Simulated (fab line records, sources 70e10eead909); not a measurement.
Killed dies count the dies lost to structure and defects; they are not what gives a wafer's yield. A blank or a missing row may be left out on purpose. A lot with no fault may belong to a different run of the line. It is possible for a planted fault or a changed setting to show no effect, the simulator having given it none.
fab line records	flow nandHarc
[record] lots = 6	wafers = 18	lastDay = 30
route steps=1302 shown A_STAIRCASE@864 A_SGD_CUT@890 END@1302
lots with no fault: from the same line, run without faults
startH: start of the lot's first displayed wafer, in hours after the record's first day	waitH: hours from the lot's prior step to this one	" same as the row above	L1.1+2: a row that stands for several wafers	- no value present, or no start provided	* or withheld: withheld	< > ~ a bound
route shown NAME@n: names a module that has steps shown in the file, with the first one's number in the route	usual: the fault-free wafers' mean and standard deviation	same: alike in all rows	chamber/n: place in a boat	sites: each site's reading	_std_site: their standard deviation	_edge_site: mean of outer sites minus mean of inner sites	radiusMm: how far each site lies from the wafer's centre	mask NAME#n: copy n	behind: tool/chamber where the wafer was last shaped	hold: why the lot went on hold/how many hours it stayed there/how the hold came to an end	device: transistor that didn't switch, given as n, p or np	end of line: the tests these same wafers got at the end of their route	a step without rows: its recipe alone	killed: the dies lost at the first sort to structure and to defects; this is not the yield of the wafer	map: dies across one wafer; x = killed, . = not, _ = none there
set.NAME: the setting the step ran with; set.NAME@STEP: the setting that earlier step ran with	model.NAME: the simulator's own value behind a step, which no gauge read
certain route steps with their lots: each step a table, each wafer a row
services: a tool's chamber out of use, with start hour (startH, from the record's first day; less than 0 if before it), hours out, and reason
[[steps]]
[step NHARC_A_STAIRCASE_EXPOSE_438]
[recipe] na = 0.5	doseMj = 28.97	maskId = STAIR_REV
[step NHARC_A_STAIRCASE_PEB_439]
[recipe] pebTempC = 115	pebTimeS = 130
[step NHARC_A_STAIRCASE_DEVELOP_440]
[recipe] timeS = 140
[step NHARC_A_STAIRCASE_HARDBAKE_442]
[recipe] tempC = 120	timeS = 140
[step NHARC_A_STAIRCASE_DESCUM_443]
[recipe] timeS = 3	o2FlowSccm = 200	arFlowSccm = 0	biasPowerW = 0	chemistry = O2
[usual] drypumpMotorCurrentA = 5.9/0.41	oesProductAu = 1.000/0.0086	rfVppV = 57.7/0.77	showerheadPlenumPTorr = 1.90/0.076	throttleValvePct = 11.310/0.0087
[same] timeS = 3
lot.wafer	tool	chamber	startH	waitH	drypumpMotorCurrentA	oesProductAu	rfHoursCounterH	rfVppV	showerheadPlenumPTorr	throttleValvePct
L988.1	rieDiel-05	1	428.15	-	6.1	0.990	4	57.3	1.79	11.321
L988.4	"	3	"	"	5.7	0.990	1	58.0	1.97	11.310
L988.5	"	2	"	"	5.4	0.998	-	56.9	1.90	11.308
L991.2	rieDiel-05	2	459.49	-	5.4	0.978	14	57.7	1.90	11.299
L991.4	"	3	"	"	5.7	0.993	9	57.7	1.97	11.301
L991.6	"	3	"	"	5.7	0.992	-	57.7	1.97	11.322
L992.4	rieDiel-12	1	468.52	-	6.2	1.002	7	57.6	1.92	11.316
L992.3	"	2	"	"	5.6	0.994	7	57.4	1.92	11.325
L992.6	"	0	"	"	6.2	1.000	-	57.3	1.84	11.296
L995.4	rieDiel-12	3	488.93	-	6.1	1.003	13	57.6	1.79	11.309
L995.3	"	1	"	"	6.2	0.993	13	57.9	1.92	11.326
L995.5	"	0	"	"	6.2	1.009	-	57.9	1.83	11.303
L100.1	rieDiel-05	0	544.21	-	5.7	1.016	39	57.5	1.88	11.299
L100.6	"	1	"	"	6.1	0.980	-	57.1	1.78	11.310
L100.5	"	2	"	"	5.4	0.989	-	58.0	1.89	11.299
L101.2	rieDiel-12	2	574.79	-	5.6	0.997	36	58.3	1.91	11.337
L101.4	"	0	"	"	6.2	1.002	40	55.7	1.83	11.304
L101.3	"	1	"	"	6.2	1.002	39	58.3	1.91	11.308
[step NHARC_A_STAIRCASE_ETCH_444]
[recipe] targetDepthA = 2.04e+05	timeS = 6800	c4f8FlowSccm = 20	o2FlowSccm = 10	arFlowSccm = withheld	rfW = 600	biasW = 1000	chemistry = C4F8/O2
[step NHARC_A_STAIRCASE_STRIP_446]
[recipe] powerW = 1500	tempC = 250	chemistry = O2
[usual] drypumpMotorCurrentA = 5.70/0.16	heaterPowerW = 356/21
lot.wafer	tool	chamber	startH	waitH	drypumpMotorCurrentA	heaterPowerW	rfHoursCounterH
L988.1	plasmaAsher-01	0	432.89	0.3	5.76	350	18
L988.4	"	1	"	"	5.58	340	-
L988.5	"	1	"	"	5.57	334	-
L991.2	plasmaAsher-02	1	463.91	0.0	5.95	390	5
L991.4	"	0	"	"	5.56	345	-
L991.6	"	0	"	"	5.54	351	-
L992.3	plasmaAsher-01	1	473.06	0.1	5.53	325	-
L992.4	"	0	"	"	5.75	364	-
L992.6	"	1	"	"	5.56	332	-
L995.4	plasmaAsher-02	1	493.47	0.1	5.98	386	-
L995.3	"	0	"	"	5.53	348	-
L995.5	"	0	"	"	5.57	353	-
L100.1	plasmaAsher-01	0	548.65	0.0	5.76	337	3
L100.6	"	0	"	"	5.77	339	-
L100.5	"	1	"	"	5.56	348	-
L101.2	plasmaAsher-02	1	579.27	0.0	5.94	391	32
L101.4	"	1	"	"	5.98	379	-
L101.3	"	0	"	"	5.54	343	-
[step NHARC_A_STAIRCASE_STRIP_447]
[recipe] timeS = 900	tempC = 130	chemistry = SPM
[step NHARC_A_STAIRCASE_PRECLEAN_448]
[recipe] timeS = *	tempC = 50	bathAgeMin = 0	chemistry = SC1
[step NHARC_A_STAIRCASE_SRD_449]
[step NHARC_A_STAIRCASE_CMP_450]
[recipe] targetThkNm = 200	material = SiO2
[usual] motorCurrentA = 12.3/1.3
lot.wafer	tool	chamber	startH	waitH	motorCurrentA
L988.1	cmp-03	2	433.66	-	10.1
L988.4	"	0	"	"	11.9
L988.5	"	3	"	"	12.9
L991.2	cmp-01	3	464.70	-	11.0
L991.4	"	2	"	"	13.9
L991.6	"	3	"	"	11.1
L992.4	cmp-02	3	473.80	-	11.7
L992.3	"	0	"	"	10.7
L992.6	"	1	"	"	12.5
L995.4	cmp-03	0	494.18	-	11.4
L995.3	"	3	"	"	13.0
L995.5	"	1	"	"	14.8
L100.1	cmp-02	3	549.49	-	11.1
L100.6	"	0	"	"	10.2
L100.5	"	1	"	"	12.0
L101.3	cmp-02	1	580.08	-	12.7
L101.4	"	2	"	"	12.0
L101.2	"	3	"	"	11.2
[step NHARC_A_STAIRCASE_CMP_152]
[step NHARC_A_STAIRCASE_SRD_154]
[step NHARC_A_STAIRCASE_ETCH_403]
[recipe] targetDepthA = 1082	chemistry = dHF	material = SiO2
[step NHARC_A_STAIRCASE_ETCHBACK_422]
[recipe] targetDepthA = 400	overEtchFrac = 0.3	timeS = 74.286	ionEnergyEv = 120	ch3fFlowSccm = 50	o2FlowSccm = 30	arFlowSccm = 200	rfW = 500	biasW = 100	chemistry = CH3F/O2
[step NHARC_A_STAIRCASE_ETCH_423]
[recipe] targetDepthA = 300	chemistry = dHF	material = SiO2
[step NHARC_A_STAIRCASE_ETCHBACK_157]
[recipe] targetDepthA = 900	overEtchFrac = 0.3	timeS = 167.14	ionEnergyEv = 120	ch3fFlowSccm = 50	o2FlowSccm = 30	arFlowSccm = 200	rfW = 500	biasW = 100	chemistry = CH3F/O2
[step NHARC_A_STAIRCASE_STRIP_475]
[recipe] timeS = 20	o2FlowSccm = 500	arFlowSccm = 0	biasW = 0	chemistry = O2
[usual] drypumpMotorCurrentA = 5.8/0.42	oesProductAu = 0.999/0.0091	rfVppV = 57.7/0.91	showerheadPlenumPTorr = 3.50/0.14	throttleValvePct = 17.037/0.0087
[same] timeS = 20
lot.wafer	tool	chamber	startH	waitH	drypumpMotorCurrentA	oesProductAu	rfHoursCounterH	rfVppV	showerheadPlenumPTorr	throttleValvePct
L988.1	rieDiel-03	1	-	-	5.7	1.007	52	57.5	3.57	17.034
L988.4	"	2	"	"	5.0	1.000	51	57.6	3.53	17.063
L988.5	"	1	"	"	5.7	1.002	-	59.2	3.57	17.039
L991.4	rieDiel-12	0	-	-	6.2	1.007	4	56.6	3.40	17.048
L991.2	"	2	"	"	5.6	0.996	6	55.8	3.55	17.023
L991.6	"	0	"	"	6.2	1.001	-	57.8	3.40	17.043
L992.3	rieDiel-03	2	-	-	4.9	1.020	1	58.1	3.53	17.053
L992.4	"	3	"	"	5.9	1.004	1	57.9	3.81	17.023
L992.6	"	1	"	"	5.7	1.004	-	59.7	3.57	17.021
L995.3	rieDiel-05	1	495.31	0.2	6.1	0.985	30	57.4	3.30	17.039
L995.5	"	3	"	"	5.7	0.993	-	58.1	3.62	17.038
L995.4	"	1	"	"	6.2	0.991	-	57.0	3.30	17.042
L100.1	rieDiel-03	2	-	-	5.0	0.998	32	57.1	3.51	17.033
L100.5	"	2	"	"	5.0	1.000	-	55.5	3.51	17.052
L100.6	"	3	"	"	5.9	1.009	-	58.3	3.79	17.034
L101.4	rieDiel-12	1	-	-	6.2	0.992	41	57.3	3.53	17.030
L101.3	"	2	"	"	5.6	0.995	40	58.3	3.53	17.053
L101.2	"	3	"	"	6.1	1.005	45	56.8	3.30	17.032
[step NHARC_A_STAIRCASE_DEP_471]
[recipe] targetThkA = 1000	tempC = 400	pressureTorr = 6.5	rfW = 900	teosFlowSccm = 161.4	flowSccm = 2650	targetThkNm = 100	gas = O2	material = SiO2
[step NHARC_A_STAIRCASE_CMP_472]
[recipe] material = SiO2
[step NHARC_A_STAIRCASE_SRD_474]
[step NHARC_A_SGD_CUT_DEP_00]
[recipe] targetThkA = 500	tempC = 400	targetThkNm = 50	flowSccm = 200	rfW = 450	material = SiNx
[usual] heaterPowerW = 709/75	susceptorTempC = 400.01/0.24
lot.wafer	tool	chamber	startH	waitH	heaterPowerW	susceptorTempC
L988.1	pecvd-03	1	435.56	0.1	791	399.72
L988.5	"	1	"	"	792	400.06
L988.4	"	2	"	"	686	399.66
L991.2	pecvd-01	1	466.66	0.1	664	399.68
L991.6	"	1	"	"	665	399.95
L991.4	"	2	"	"	714	399.87
L992.3	pecvd-02	1	475.70	0.1	707	400.03
L992.6	"	0	"	"	749	400.19
L992.4	"	1	"	"	692	400.12
L995.3	pecvd-02	0	496.12	0.1	772	400.30
L995.4	"	0	"	"	758	400.47
L995.5	"	1	"	"	718	399.72
L100.1	pecvd-01	1	551.33	0.1	646	400.12
L100.5	"	0	"	"	706	400.21
L100.6	"	1	"	"	643	399.93
L101.2	pecvd-03	0	581.94	0.1	824	400.25
L101.3	"	2	"	"	755	400.25
L101.4	"	1	"	"	685	399.82
[step NHARC_A_SGD_CUT_DEHYDRATE_01]
[recipe] tempC = 150	timeS = 120
[step NHARC_A_SGD_CUT_HMDS_02]
[recipe] timeS = 30
[step NHARC_A_SGD_CUT_COAT_56]
[recipe] tempC = 260	timeS = 75
[step NHARC_A_SGD_CUT_COAT_57]
[recipe] tempC = 225	timeS = 65
[step NHARC_A_SGD_CUT_COAT_03]
[recipe] spinRpm = 1500	resistThkNm = 90
[step NHARC_A_SGD_CUT_SOFTBAKE_04]
[recipe] tempC = 105	timeS = 55
[step NHARC_A_SGD_CUT_EBR_05]
[step NHARC_A_SGD_CUT_EXPOSE_06]
[recipe] na = 1.35	doseMj = 85.59	maskId = SGD
[step NHARC_A_SGD_CUT_PEB_07]
[recipe] pebTempC = 100	pebTimeS = 65
[step NHARC_A_SGD_CUT_DEVELOP_08]
[recipe] developTimeS = 35	devTempC = 23
[step NHARC_A_SGD_CUT_CD_MEAS_09]
[recipe] targetCdNm = 100	landingEnergyEv = 500
[usual] cdNm = 99.9/0.57
lot.wafer	tool	chamber	startH	waitH	cdNm
L988.1	cdSem-01	0	436.25	-	100.2
L988.4	"	0	"	"	100.0
L988.5	"	0	"	"	100.5
L991.2	cdSem-02	0	467.22	-	100.0
L991.4	"	0	"	"	98.9
L991.6	"	0	"	"	99.0
L992.3	cdSem-02	0	476.37	-	99.6
L992.4	"	0	"	"	99.3
L992.6	"	0	"	"	99.8
L995.3	cdSem-03	0	496.81	-	100.0
L995.4	"	0	"	"	100.3
L995.5	"	0	"	"	99.8
L100.1	cdSem-02	0	552.02	-	99.9
L100.5	"	0	"	"	99.1
L100.6	"	0	"	"	99.4
L101.2	cdSem-02	0	582.54	-	99.3
L101.3	"	0	"	"	99.3
L101.4	"	0	"	"	99.0
[step NHARC_A_SGD_CUT_OVL_MEAS_10]
[usual] overlayXNm = 0.1/0.86	overlayYNm = -0.1/0.85
lot.wafer	tool	chamber	startH	waitH	overlayXNm	overlayYNm
L988.1	overlay-02	-	436.34	-	0.6	-0.8
L988.4	"	-	"	"	0.7	-0.7
L988.5	"	-	"	"	1.1	-1.1
L991.2	overlay-02	-	467.31	-	-2.7	0.6
L991.4	"	-	"	"	-2.1	0.5
L991.6	"	-	"	"	-1.9	0.6
L992.3	overlay-01	-	476.45	-	-0.1	-0.4
L992.4	"	-	"	"	-0.2	-0.2
L992.6	"	-	"	"	-0.8	0.0
L995.3	overlay-01	-	496.90	-	1.4	-1.7
L995.4	"	-	"	"	1.3	-1.4
L995.5	"	-	"	"	0.6	-2.4
L100.1	overlay-01	-	552.11	-	-0.9	-0.5
L100.5	"	-	"	"	-1.5	-0.3
L100.6	"	-	"	"	-0.8	-0.4
L101.2	overlay-01	-	582.63	-	-0.3	1.0
L101.3	"	-	"	"	-0.2	1.1
L101.4	"	-	"	"	-0.7	0.7
[step NHARC_A_SGD_CUT_DESCUM_14]
[recipe] timeS = 3	o2FlowSccm = 200	arFlowSccm = 0	biasPowerW = 0	chemistry = O2
[usual] drypumpMotorCurrentA = 5.7/0.35	oesProductAu = 1.001/0.0092	rfVppV = 57.7/0.87	showerheadPlenumPTorr = 1.88/0.067	throttleValvePct = 11.311/0.0093
[same] timeS = 3
lot.wafer	tool	chamber	startH	waitH	drypumpMotorCurrentA	oesProductAu	rfHoursCounterH	rfVppV	showerheadPlenumPTorr	throttleValvePct
L988.1	rieDiel-02	3	436.46	0.1	6.1	0.995	1.6	57.8	1.80	11.299
L988.4	"	0	"	"	6.1	1.005	1.9	58.4	1.89	11.320
L988.5	"	1	"	"	5.8	0.983	-	58.9	1.93	11.317
L991.4	rieDiel-08	0	467.41	0.1	5.2	1.005	8.7	59.2	2.03	11.310
L991.2	"	3	"	"	5.7	0.994	7.9	58.3	1.78	11.321
L991.6	"	0	"	"	5.2	1.009	-	57.8	2.03	11.318
L992.3	rieDiel-08	0	476.55	0.1	5.2	1.008	9.4	57.5	2.03	11.298
L992.6	"	0	"	"	5.2	1.004	-	59.3	2.03	11.331
L992.4	"	1	"	"	6.2	1.000	-	57.3	1.78	11.311
L995.4	rieDiel-08	3	496.99	0.1	5.7	1.002	9.7	56.2	1.78	11.311
L995.3	"	1	"	"	6.2	0.998	10.5	57.5	1.78	11.311
L995.5	"	3	"	"	5.7	1.009	-	56.7	1.78	11.316
L100.1	rieDiel-02	0	552.23	0.1	6.1	1.023	8.0	59.1	1.89	11.320
L100.6	"	1	"	"	5.8	0.995	-	59.3	1.93	11.311
L100.5	"	2	"	"	5.2	0.994	-	58.3	1.90	11.304
L101.2	rieDiel-02	1	582.72	0.1	5.8	1.000	0.0	58.6	1.93	11.319
L101.3	"	2	"	"	5.2	1.017	0.1	56.5	1.90	11.304
L101.4	"	3	"	"	6.1	1.018	0.1	57.2	1.79	11.325
[step NHARC_A_SGD_CUT_ETCH_58]
[recipe] targetDepthA = 390	overEtchFrac = 0.3	timeS = 65	ionEnergyEv = 80	cf4FlowSccm = 150	arFlowSccm = 0	rfW = 300	biasW = 100	chemistry = CF4
[step NHARC_END_SORT_01]
[recipe] tempC = 25
[usual] killedAtArray = 65/19	killedAtOther = 0.9/1.1	killedAtPeriphery = 3.5/2.3	killedDies = 69/19	killedOpen = 3.2/1.8	killedShort = 2.4/1.5
[same] grossDies = 677
lot.wafer	tool	chamber	startH	waitH	killedAtArray	killedAtOther	killedAtPeriphery	killedDies	killedOpen	killedShort
L100.5	prober-01	0	679.32	3.8	264	0	1	265	2	0
L101.3	prober-02	0	716.36	3.1	247	1	5	253	4	2
// killed by level:class
L100.5 A_STAIRCASE:unspecified=209 A_CHANNEL_HOLE_D1:chamberFilmFlake=26 A_CHANNEL_HOLE_D2:chamberFilmFlake=20 A_CONTACT:chamberFilmFlake=3 A_STAIRCASE:chamberFilmFlake=2 A_ONON_D2:geometricParticle:open=1 A_SGD_CUT:geometricParticle:open=1 P_ZERO_WELL:chamberFilmFlake=1
L101.3 A_STAIRCASE:unspecified=204 A_CHANNEL_HOLE_D2:chamberFilmFlake=20 A_CHANNEL_HOLE_D1:chamberFilmFlake=6 P_GATE:chamberFilmFlake=4 A_WL_FILL:chamberFilmFlake=4 A_CONTACT:chamberFilmFlake=3 A_SGD_CUT:chamberFilmFlake=2 P_STI:geometricParticle:open=1
// map L100.5 (x killed, . not)
____________.____________
_________...x..._________
_______x.........._______
______....xx.xxxxx.______
_____.....x..xx....._____
____x..x.x...xx......____
____xx.x....x.x..x.xx____
___....x.xxxx..x.xxxxx___
___....x.x..x....xx..x___
__x.........x.........x__
__x......x.....x..xx.x.__
_.x..xxx.xxx..xxx.x....x_
_xx.....x.x..xxx..x.x.x._
_xxx....xxxx.xx.....x.xx_
_.x...x...xxxxxx....xxx._
_x....xxx.xx.x...xxx...x_
.x...xx...xxxx...........
xxx.x.x.x..xxx..x.......x
....xx..........xx....x..
.xx.x.xx.x..x..xx..xxx..x
...xxxxxxxxx......xx.....
_x.xxxxxxxxxx..x.....x.._
_.x..xxxxx.......xx..x.._
_.....xxx..xxx...xx.x..._
_.x.xxxx.xx..xx..x..x.x._
_x....xxxx.x..x.x...x..._
__.x.xxx.xx.x.x....x..x__
__..x..x......xxx.xx...__
___x.x.x..x.x...xxx...___
___.....xx.x.x......x.___
____...x.x...xxx.....____
____x..x.xx..xx.x....____
_____xxx.xx..xx..xxx_____
______x.x....x.x.x.______
_______...x.x....._______
_________......._________
____________.____________
// map L101.3 (x killed, . not)
____________x____________
_________..x...x_________
_______xxx.....x.._______
______.x........x..______
_____xx........x...._____
____.x..x...xx..xxx..____
____.x............x.x____
___.xxxxxx.....x.xxxx.___
___..xx......xxx...xx.___
__xx....x...........x..__
__..x..x.x.x....x..x...__
_.....xxx...x.x..xx..x.._
_x....x...x...x.x..x...._
_...x.xx.x......xx.x...x_
_...x..xx.x.x.x..xx..xxx_
_xx....xx.x.x...x....xx._
.x..xx.xxxx...xx.xx....xx
..xx.x..x.x..x..xxxxx..x.
xx....x.xxxx..xxxxx.xxxx.
.x..xxxx.x...xxxxxxxxx.xx
.xxxxx.....xxx.x.xxxx....
_x...x.xx....xx.x.x.x.x._
_xxx.x.xx....xx.xxx.x..._
_..x.....x......xx.x..x._
_..x...x..xxxx..xxx....._
_.x..x..x.x............._
__x.....x..x..xx..x...x__
__x.x....x.x......x.x..__
___..x..x.....x...xx..___
___.xx.x......x....x..___
____x...x..x...x...x.____
____...x.....xxx.....____
_____.x.x...x.xxx..x_____
______...x...x....x______
_______..x...xxx.._______
_________.x..x.._________
____________x____________
[[services]]
tool	chamber	startH	hours	kind
rieDiel-05	-	407.07	9.0	pm
pecvd-02	-	408.09	13.0	pm
plasmaAsher-02	-	426.32	9.0	pm
cmp-02	-	431.00	4.0	pm
pecvd-02	-	439.73	0.7	repair
rieDiel-12	-	447.42	9.0	pm
rieDiel-03	2	453.37	4.3	repair
cmp-03	-	456.02	4.0	pm
rieDiel-12	-	458.24	0.5	repair
rieDiel-03	-	459.55	9.0	pm
rieDiel-02	1	461.11	4.4	repair
rieDiel-05	2	464.84	31.8	repair
rieDiel-08	2	472.47	9.9	repair
rieDiel-02	-	481.79	0.2	repair
plasmaAsher-01	-	487.02	7.0	repair
rieDiel-03	1	502.74	20.3	repair
plasmaAsher-01	-	519.18	9.0	pm
cmp-02	-	529.00	4.0	pm
rieDiel-12	-	536.03	2.2	repair
rieDiel-08	-	544.90	9.0	pm
cmp-02	-	562.30	4.1	repair
plasmaAsher-02	-	568.63	3.5	repair
rieDiel-12	2	569.33	2.6	repair
rieDiel-02	-	570.70	9.0	pm
[[key]]
[firstSign] step = NHARC_END_SORT_01	reading = killedAtArray	direction = up	sigmas = 10	usual = 65	struck = 256
[effect] step = NHARC_END_SORT_01	reading = killedDies	direction = up	sigmas = 9.8	usual = 69	struck = 259
[moreKillsBornAt] NHARC_A_STAIRCASE_CMP_450@cmp-02 = 413
metAt NHARC_A_STAIRCASE_CMP_450
struckWafers L100.5,L101.3
testerLeftOut L100,L101
onsetBetween 473.80 549.49
[fault] kind = chamberParticleSource	tool = cmp-02	chamber = 1	onsetH = 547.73	steps = NHARC_A_STAIRCASE_CMP_450	ratePerVisitCm2 = 0.41118	endH = 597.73
// testerLeftOut: of these lots the tester's yield and bins aren't shown, on N5 and GAA mostly nor the transistor test; their killed dies are dies lost to structure and defects alone, not to doping, threshold or leakage, so they don't give the yield
